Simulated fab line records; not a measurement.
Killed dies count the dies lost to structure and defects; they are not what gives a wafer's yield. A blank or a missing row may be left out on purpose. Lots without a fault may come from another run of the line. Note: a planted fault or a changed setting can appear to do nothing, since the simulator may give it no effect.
Which tool was responsible?    flow nandHarc    Sampling: 24 lots, 72 wafers, 6 of 1302 route steps

== WHAT EACH GAUGE READ, for each wafer ==
NHARC_P_BONDPAD_THK_MEAS_33: measures by ellipsometry. Usual: thkNm at 199.7 nm, with a standard deviation of 1.6.
lot   measured      on            thkNm (nm)         flag
L074  day 6 18:17   filmMetro-01  201.5 200.6 203.9  
L075  day 7 00:25   filmMetro-01  200.7 200.5 201.1  
L076  day 7 10:25   filmMetro-02  200.0 201.2 201.7  
L077  day 7 21:01   filmMetro-01  199.2 199.7 198.6  
L079  day 8 10:02   filmMetro-01  198.1 197.9 199.3  
L078  day 8 10:50   filmMetro-01  200.2 200.8 199.1  
L080  day 9 09:57   filmMetro-01  200.3 200.0 199.6  
L081  day 9 18:58   filmMetro-01  201.0 197.8 202.2  
L082  day 9 21:14   filmMetro-02  197.7 197.7 199.2  
L083  day 10 10:37  filmMetro-02  202.3 199.8 200.3  
L084  day 11 01:45  filmMetro-02  199.7 199.9 202.0  
L085  day 11 08:26  filmMetro-02  200.3 197.9 198.4  
L086  day 11 21:42  filmMetro-01  199.3 197.6 199.9  
L088  day 12 19:05  filmMetro-01  198.8 198.6 200.8  
L087  day 12 20:03  filmMetro-01  200.8 199.9 200.2  
L090  day 13 14:07  filmMetro-01  198.9 198.4 197.9  
L089  day 13 15:01  filmMetro-01  197.9 200.6 198.7  
L091  day 13 17:47  filmMetro-01  200.5 196.9 198.2  
L092  day 14 00:35  filmMetro-02  199.1 198.7 200.7  
L093  day 15 02:25  filmMetro-01  199.2 198.2 200.7  
L094  day 15 03:14  filmMetro-01  198.9 198.2 199.9  
L095  day 15 08:28  filmMetro-01  196.5 202.0 199.8  
L096  day 15 20:18  filmMetro-01  200.9 198.3 201.6  
L097  day 16 10:47  filmMetro-01  199.7 201.4 198.5  

NHARC_A_ZERO_WELL_CD_MEAS_10: target cd 2000 nm. Usual: cdNm at 1999.9 nm, with a standard deviation of 1.9.
lot   measured      on        cdNm (nm)             flag
L074  day 6 22:59   cdSem-03  1996.7 1995.9 1999.8  
L075  day 7 05:06   cdSem-02  1999.4 2000.3 1998.6  
L076  day 7 14:57   cdSem-02  2001.3 1998.9 2000.0  
L077  day 8 01:32   cdSem-01  2001.4 2000.8 1998.1  
L079  day 8 15:08   cdSem-01  1999.6 2000.1 1999.1  
L078  day 8 15:29   cdSem-02  2000.5 1999.9 2003.8  
L080  day 9 14:31   cdSem-01  2001.9 2004.8 2003.3  
L081  day 9 23:36   cdSem-01  1997.1 1998.4 1995.5  
L082  day 10 01:52  cdSem-01  2001.0 1998.6 1998.8  
L083  day 10 15:16  cdSem-01  1998.8 1999.2 1996.6  
L084  day 11 06:13  cdSem-02  2002.6 2000.7 2000.6  
L085  day 11 13:10  cdSem-01  2002.7 2001.7 1999.2  
L086  day 12 02:21  cdSem-03  2001.0 2003.0 1998.1  
L088  day 12 23:50  cdSem-03  1999.1 1998.4 2001.4  
L087  day 13 00:40  cdSem-02  1999.4 2000.1 2000.3  
L090  day 13 18:38  cdSem-03  2001.8 2001.7 1999.2  
L089  day 13 19:40  cdSem-03  2002.0 2005.5 2004.8  
L091  day 13 22:11  cdSem-01  2000.1 1997.7 2001.5  
L092  day 14 05:19  cdSem-01  2000.2 2000.6 1998.5  
L093  day 15 06:56  cdSem-03  2002.7 1998.5 2000.3  
L094  day 15 07:55  cdSem-03  1998.9 1998.5 1999.0  
L095  day 15 13:01  cdSem-03  1997.6 2001.3 2001.6  
L096  day 16 00:58  cdSem-03  1999.0 1997.6 1997.1  
L097  day 16 15:52  cdSem-03  1997.8 1999.7 2000.8  

== EACH LOT AND THE TOOL THAT RAN IT (in order: tool; ch and the chambers of the sampled wafers; start) ==
lot   NHARC_P_M1_DESCUM_14               NHARC_P_M1_PRE_CLEAN_32          NHARC_P_M2_PRE_CLEAN_32          NHARC_P_BONDPAD_ETCH_24
L074  rieDiel-02 ch 0,2, day 6 10:08     pecvd-02 ch 1,2, day 6 12:47     pecvd-04 ch 0,1,2, day 6 17:10   rieDiel-06 ch 1,2, day 6 22:59 or earlier
L075  rieDiel-01 ch 1,2,3, day 6 16:34   pecvd-02 ch 0,1,2, day 6 19:10   pecvd-04 ch 1,2, day 6 23:18     rieDiel-05 ch 1,3, day 7 01:47
L076  rieDiel-01 ch 0,2,3, day 7 02:20   pecvd-04 ch 0,1,2, day 7 05:11   pecvd-01 ch 0,1,2, day 7 09:16   rieDiel-10 ch 0,1,3, day 7 14:57 or earlier
L077  rieDiel-02 ch 1,3, day 7 12:37     pecvd-04 ch 2, day 7 15:17       pecvd-04 ch 0,1, day 7 19:52     rieDiel-05 ch 0,2,3, day 8 01:32 or earlier
L079  rieDiel-02 ch 0,1, day 8 02:02     pecvd-01 ch 1,2, day 8 04:42     pecvd-01 ch 0,1,2, day 8 08:56   rieDiel-06 ch 0,1,2, day 8 11:23
L078  rieDiel-01 ch 1,2, day 8 02:46     pecvd-04 ch 0,1,2, day 8 05:38   pecvd-02 ch 1,2, day 8 09:43     rieDiel-10 ch 1,3, day 8 15:29 or earlier
L080  rieDiel-02 ch 0,2,3, day 9 01:20   pecvd-01 ch 0,2, day 9 04:16     pecvd-01 ch 0,1, day 9 08:49     rieDiel-06 ch 2,3, day 9 14:31 or earlier
L081  rieDiel-02 ch 0,1,2, day 9 11:04   pecvd-04 ch 1,2, day 9 13:43     pecvd-04 ch 1,2, day 9 17:52     rieDiel-10 ch 0,1,3, day 9 23:36 or earlier
L082  rieDiel-02 ch 0,3, day 9 13:16     pecvd-01 ch 1,2, day 9 15:56     pecvd-01 ch 0,2, day 9 20:07     rieDiel-05 ch 1,2,3, day 10 01:52 or earlier
L083  rieDiel-13 ch 0,1,3, day 10 02:39  pecvd-04 ch 0,2, day 10 05:19    pecvd-04 ch 1,2, day 10 09:26    rieDiel-06 ch 0,1,3, day 10 15:16 or earlier
L084  rieDiel-02 ch 1,2,3, day 10 17:53  pecvd-01 ch 1,2, day 10 20:38    pecvd-01 ch 0,2, day 11 00:38    rieDiel-06 ch 0,2,3, day 11 06:13 or earlier
L085  rieDiel-01 ch 2,3, day 11 00:21    pecvd-01 ch 0,1,2, day 11 03:05  pecvd-04 ch 0,2, day 11 07:17    rieDiel-06 ch 1,3, day 11 13:10 or earlier
L086  rieDiel-02 ch 0,2, day 11 13:43    pecvd-04 ch 0,1,2, day 11 16:25  pecvd-02 ch 0,1, day 11 20:34    rieDiel-06 ch 0,1, day 12 02:21 or earlier
L088  rieDiel-01 ch 0,1,3, day 12 11:01  pecvd-01 ch 0,2, day 12 13:40    pecvd-02 ch 0,2, day 12 17:58    rieDiel-06 ch 1,2, day 12 23:50 or earlier
L087  rieDiel-02 ch 1,2,3, day 12 12:05  pecvd-01 ch 0,1,2, day 12 14:45  pecvd-02 ch 0,1,2, day 12 18:55  rieDiel-05 ch 1,2,3, day 13 00:40 or earlier
L090  rieDiel-01 ch 0,2,3, day 13 06:13  pecvd-02 ch 0,1,2, day 13 08:55  pecvd-02 ch 0,1,2, day 13 12:58  rieDiel-05 ch 0,2,3, day 13 18:38 or earlier
L089  rieDiel-01 ch 0,1,2, day 13 07:11  pecvd-04 ch 0,1, day 13 09:52    pecvd-01 ch 0,1,2, day 13 13:52  rieDiel-05 ch 2,3, day 13 19:40 or earlier
L091  rieDiel-01 ch 0,2,3, day 13 09:50  pecvd-01 ch 1,2, day 13 12:29    pecvd-02 ch 0,1,2, day 13 16:38  rieDiel-06 ch 2,3, day 13 22:11 or earlier
L092  rieDiel-01 ch 0,1,3, day 13 16:34  pecvd-04 ch 1,2, day 13 19:14    pecvd-02 ch 0,2, day 13 23:26    rieDiel-05 ch 1,3, day 14 05:19 or earlier
L093  rieDiel-02 ch 0,1, day 14 18:24    pecvd-01 ch 0,1,2, day 14 21:04  pecvd-04 ch 0,1,2, day 15 01:14  rieDiel-10 ch 0,1,3, day 15 06:56 or earlier
L094  rieDiel-13 ch 1,2,3, day 14 18:55  pecvd-01 ch 0,1,2, day 14 21:33  pecvd-04 ch 0,1, day 15 01:53    rieDiel-10 ch 0,2,3, day 15 07:55 or earlier
L095  rieDiel-01 ch 0,2,3, day 15 00:26  pecvd-01 ch 0,1,2, day 15 03:07  pecvd-02 ch 0,2, day 15 07:16    rieDiel-06 ch 1,2,3, day 15 13:01 or earlier
L096  rieDiel-01 ch 1,2,3, day 15 12:14  pecvd-01 ch 0,1, day 15 14:56    pecvd-02 ch 0,2, day 15 19:12    rieDiel-10 ch 0,1,2, day 16 00:58 or earlier
L097  rieDiel-01 ch 0,2,3, day 16 02:50  pecvd-01 ch 0,1, day 16 05:29    pecvd-01 ch 0,1, day 16 09:39    rieDiel-05 ch 0,1,2, day 16 15:52 or earlier
- NHARC_P_M1_DESCUM_14: chemistry O2, time 3 s.
- NHARC_P_M1_PRE_CLEAN_32: time 12 s.
- NHARC_P_M2_PRE_CLEAN_32: time 12 s.
- NHARC_P_BONDPAD_ETCH_24: etches the open film in CF4/N2, target depth 30 nm, time 72.99 s.

== WHAT THE TOOLS THEMSELVES READ (means of the sampled wafers that have a number; where no wafer has one, the mark that the record gives instead) ==
NHARC_P_M1_DESCUM_14. Usual: drypumpMotorCurrentA 5.7 A, standard deviation 0.46; oesProductAu 1.003 a.u., standard deviation 0.012; rfVppV 57.9 V, standard deviation 0.99; showerheadPlenumPTorr 1.94 Torr, standard deviation 0.11; throttleValvePct 11.310 %, standard deviation 0.0084.
lot   tool        drypumpMotorCurrentA (A)  oesProductAu (a.u.)  rfVppV (V)  showerheadPlenumPTorr (Torr)  throttleValvePct (%)  flag
L074  rieDiel-02  5.7                       0.993                57.4        1.83                          11.312                
L075  rieDiel-01  5.9                       1.000                58.1        1.97                          11.309                
L076  rieDiel-01  5.7                       1.008                58.2        1.95                          11.315                
L077  rieDiel-02  5.5                       1.011                58.4        2.02                          11.303                
L079  rieDiel-02  5.7                       0.997                58.2        1.91                          11.304                
L078  rieDiel-01  5.7                       1.003                58.0        2.06                          11.312                
L080  rieDiel-02  5.7                       0.992                58.2        1.89                          11.303                
L081  rieDiel-02  5.7                       0.990                57.4        1.87                          11.310                
L082  rieDiel-02  5.6                       1.005                58.3        1.96                          11.312                
L083  rieDiel-13  5.9                       1.002                57.7        1.90                          11.314                
L084  rieDiel-02  5.5                       1.008                58.0        1.95                          11.303                
L085  rieDiel-01  6.2                       0.998                57.3        1.96                          11.317                
L086  rieDiel-02  6.0                       1.000                57.1        1.81                          11.312                
L088  rieDiel-01  5.4                       1.007                58.7        1.95                          11.310                
L087  rieDiel-02  5.5                       1.008                57.8        1.95                          11.317                
L090  rieDiel-01  5.7                       0.999                58.1        1.95                          11.307                
L089  rieDiel-01  5.5                       1.019                58.8        2.04                          11.303                
L091  rieDiel-01  5.7                       1.006                57.9        1.95                          11.312                
L092  rieDiel-01  5.4                       1.006                57.6        1.95                          11.303                
L093  rieDiel-02  5.9                       0.996                57.2        1.85                          11.312                
L094  rieDiel-13  6.2                       1.001                57.9        1.83                          11.311                
L095  rieDiel-01  5.7                       0.997                57.3        1.95                          11.303                
L096  rieDiel-01  5.9                       1.006                57.7        1.96                          11.306                
L097  rieDiel-01  5.7                       1.011                57.8        1.95                          11.309                

NHARC_P_M1_PRE_CLEAN_32. Usual: heaterPowerW at 618 W, with a standard deviation of 67.
lot   tool      heaterPowerW (W)  flag
L074  pecvd-02  630               
L075  pecvd-02  604               
L076  pecvd-04  586               
L077  pecvd-04  587               
L079  pecvd-01  595               
L078  pecvd-04  605               
L080  pecvd-01  674               
L081  pecvd-04  572               
L082  pecvd-01  615               
L083  pecvd-04  645               
L084  pecvd-01  569               
L085  pecvd-01  640               
L086  pecvd-04  627               
L088  pecvd-01  684               
L087  pecvd-01  656               
L090  pecvd-02  566               
L089  pecvd-04  599               
L091  pecvd-01  639               
L092  pecvd-04  632               
L093  pecvd-01  629               
L094  pecvd-01  628               
L095  pecvd-01  648               
L096  pecvd-01  637               
L097  pecvd-01  703               

NHARC_P_M2_PRE_CLEAN_32. Usual: heaterPowerW at 602 W, with a standard deviation of 63.
lot   tool      heaterPowerW (W)  flag
L074  pecvd-04  604               
L075  pecvd-04  507               
L076  pecvd-01  622               
L077  pecvd-04  614               
L079  pecvd-01  682               
L078  pecvd-02  612               
L080  pecvd-01  692               
L081  pecvd-04  623               
L082  pecvd-01  637               
L083  pecvd-04  602               
L084  pecvd-01  689               
L085  pecvd-04  609               
L086  pecvd-02  565               
L088  pecvd-02  547               
L087  pecvd-02  571               
L090  pecvd-02  583               
L089  pecvd-01  613               
L091  pecvd-02  569               
L092  pecvd-02  609               
L093  pecvd-04  584               
L094  pecvd-04  517               
L095  pecvd-02  562               
L096  pecvd-02  561               
L097  pecvd-01  650               

NHARC_P_BONDPAD_ETCH_24. Usual: cf4FlowSccm 50.00 sccm, standard deviation 0.16; drypumpMotorCurrentA 6.1 A, standard deviation 0.3; oesProductAu 1.001 a.u., standard deviation 0.011; rfVppV 314.3 V, standard deviation 2; showerheadPlenumPTorr 2.63 Torr, standard deviation 0.11; throttleValvePct 19.794 %, standard deviation 0.0094.
lot   tool        cf4FlowSccm (sccm)  drypumpMotorCurrentA (A)  oesProductAu (a.u.)  rfVppV (V)  showerheadPlenumPTorr (Torr)  throttleValvePct (%)  flag
L074  rieDiel-06  50.25               6.3                       1.014                315.1       2.69                          19.802                
L075  rieDiel-05  49.96               6.1                       1.006                312.6       2.52                          19.794                
L076  rieDiel-10  49.86               6.1                       0.985                314.0       2.60                          19.784                
L077  rieDiel-05  49.98               6.0                       1.009                314.3       2.67                          19.791                
L079  rieDiel-06  50.04               6.4                       0.994                315.6       2.69                          19.802                
L078  rieDiel-10  49.93               6.1                       0.993                312.8       2.54                          19.796                
L080  rieDiel-06  49.98               6.4                       0.987                312.8       2.54                          19.798                
L081  rieDiel-10  49.98               6.1                       0.991                313.9       2.60                          19.786                
L082  rieDiel-05  49.89               6.1                       1.003                314.6       2.58                          19.801                
L083  rieDiel-06  49.94               6.2                       0.996                314.5       2.68                          19.790                
L084  rieDiel-06  49.91               6.4                       0.994                314.1       2.61                          19.792                
L085  rieDiel-06  50.02               6.0                       0.997                313.2       2.59                          19.798                
L086  rieDiel-06  49.88               6.3                       1.004                315.6       2.76                          19.792                
L088  rieDiel-06  50.18               6.5                       1.016                313.2       2.62                          19.794                
L087  rieDiel-05  50.15               6.0                       1.012                313.1       2.58                          19.797                
L090  rieDiel-05  50.08               6.0                       1.015                314.8       2.67                          19.791                
L089  rieDiel-05  50.01               6.2                       1.016                313.3       2.59                          19.789                
L091  rieDiel-06  50.12               6.2                       0.999                313.1       2.52                          19.794                
L092  rieDiel-05  50.02               5.9                       1.010                311.5       2.50                          19.782                
L093  rieDiel-10  49.78               6.1                       1.001                314.2       2.59                          19.797                
L094  rieDiel-10  49.96               6.1                       0.997                314.4       2.68                          19.798                
L095  rieDiel-06  49.97               6.3                       0.990                314.3       2.60                          19.792                
L096  rieDiel-10  49.89               6.1                       1.005                313.4       2.62                          19.804                
L097  rieDiel-05  49.94               5.8                       1.005                314.9       2.66                          19.797                

== THE ANSWER, worked out from the rows above alone ==
Rule: a lot counts as off when the mean over its wafers that have a number is more than 3 standard deviations away from the usual mean. A lot without any number at a reading at which 4 lots or more have one is off too. All remaining lots with rows at the step are treated as sound. Order of review: gauges by route order, followed by the tools' own readings, for which a lot's mean as printed above is used. At the first step where some lot is off, the reading lying furthest off is the one used; lots without a number count as furthest.
Across all readings shown, no lot is off: no conclusion can be drawn from this.

== WHAT THE SIMULATOR PUT IN ==
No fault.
